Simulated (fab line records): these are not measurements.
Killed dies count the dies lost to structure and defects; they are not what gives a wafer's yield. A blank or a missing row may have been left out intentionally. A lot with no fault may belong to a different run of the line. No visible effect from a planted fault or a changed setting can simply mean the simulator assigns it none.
A lot that was struck, set against a sound lot	flow n5 finfet	13 out of 1938 route steps
Sound: the wafers L569.4, L569.5, L569.6. Struck: wafers L558.2, L558.4, L558.5. Last of all comes the cause.
At each step with rows: each side's tool, then ch and its chambers, then its first start. Under that, the readings that differ: sound wafers	struck wafers	difference of the means	sigmas: that difference in standard deviations of wafers without a fault.
alike: a reading whose means differ by less than 2 such deviations, as well as words and numbers matching on both sides. not compared: withheld readings; readings where some wafer has no value; bounds like >300 that might hide an equal value; numbers whose values overlap and for which the record gives no deviation.
A row with sigmas, a row that says differs or no value, or rows on one side alone: a step with any of these is where the two part. Numbers that have no deviation but don't overlap get no sigmas and don't part them. A reading that every wafer of one side lacks parts them only if that side has two wafers or more.

first, 2 steps without rows for these wafers: N5_PASSIVATION_DEVELOP_43 (develop time 60 s); N5_PASSIVATION_HARDBAKE_45 (time 120 s).
N5_PASSIVATION_CD_MEAS_44 targets a cd of 40000 nm.
  sound on cd sem-01 ch 0, day 16 16:52; struck on cd sem-02 ch 0, day 13 19:25
reading	sound	struck	difference	sigmas
cd nm (nm)	39995 40000 39998	40008 40006 40006	+9	+3
N5_PASSIVATION_OVL_MEAS_66:
  sound on overlay-01 ch 0, day 16 16:54; struck on overlay-02 ch 0, day 13 19:26
  alike: PASS_OPEN_OVL
N5_PASSIVATION_INSPECT_67: inspects for defects (macro).
  sound: defect inspect-02 at day 16 16:55; struck: defect inspect-02 at day 13 19:28
  alike: raw defect count
N5_PASSIVATION_DESCUM_46: chemistry O2, time 7.9 s.
  sound on rie diel-02 ch 2,3, day 16 16:58; struck on rie diel-02 ch 0,3, day 13 19:34
  alike: bias power w, drypump motor current A, oes product au, rf vpp V, showerhead plenum p Torr, temp c, throttle valve pct
  not compared: rf hours counter h
N5_PASSIVATION_PASS_ETCH_47: etches SiNx in CF4/O2, target depth 770 nm, time 385 s.
  sound on rie diel-02 ch 2,3, day 16 16:59; struck on rie diel-02 ch 0,3, day 13 19:37
  alike: O2_flow_sccm, cf4 flow sccm, drypump motor current A, oes product au, rf vpp V, showerhead plenum p Torr, throttle valve pct
  not compared: rf hours counter h
N5_PASSIVATION_ETCH_54: etches SiO2 in CHF3/O2, target depth 880 nm, time 440 s.
  sound on rie diel-02 ch 2,3, day 16 17:13; struck on rie diel-02 ch 0,3, day 13 19:50
  alike: O2_flow_sccm, drypump motor current A, oes product au, rf vpp V, showerhead plenum p Torr, throttle valve pct
  not compared: rf hours counter h
N5_PASSIVATION_STRIP_48: strips in O2.
  sound on rie diel-02 ch 2,3, day 16 17:31; struck on rie diel-02 ch 0,3, day 13 20:08
  alike: drypump motor current A, oes product au, rf vpp V, showerhead plenum p Torr, temp c, throttle valve pct
  not compared: rf hours counter h
then, 3 steps without rows for these wafers: N5_PASSIVATION_STRIP_52 (strips in post etch residue remover, time 1200 s); N5_PASSIVATION_CLEAN_71 (cleans in IPA, time 180 s); N5_PASSIVATION_SRD_72 (time 30 s).
N5_PASSIVATION_ANNEAL_56: time 1800 s.
  struck on furnace-01, day 13 20:37; sound on furnace-01 ch 0, day 16 18:02
  no value came back on the struck wafers for spike tc bottom C (C), spike tc centre C (C); on the sound wafers spike tc bottom C (C) reads 419.0 418.7 418.6

== WHERE THEY PART ==
Earliest at N5_PASSIVATION_CD_MEAS_44; latest, in this record, at N5_PASSIVATION_ANNEAL_56.

WHY: what had been put in by the simulator
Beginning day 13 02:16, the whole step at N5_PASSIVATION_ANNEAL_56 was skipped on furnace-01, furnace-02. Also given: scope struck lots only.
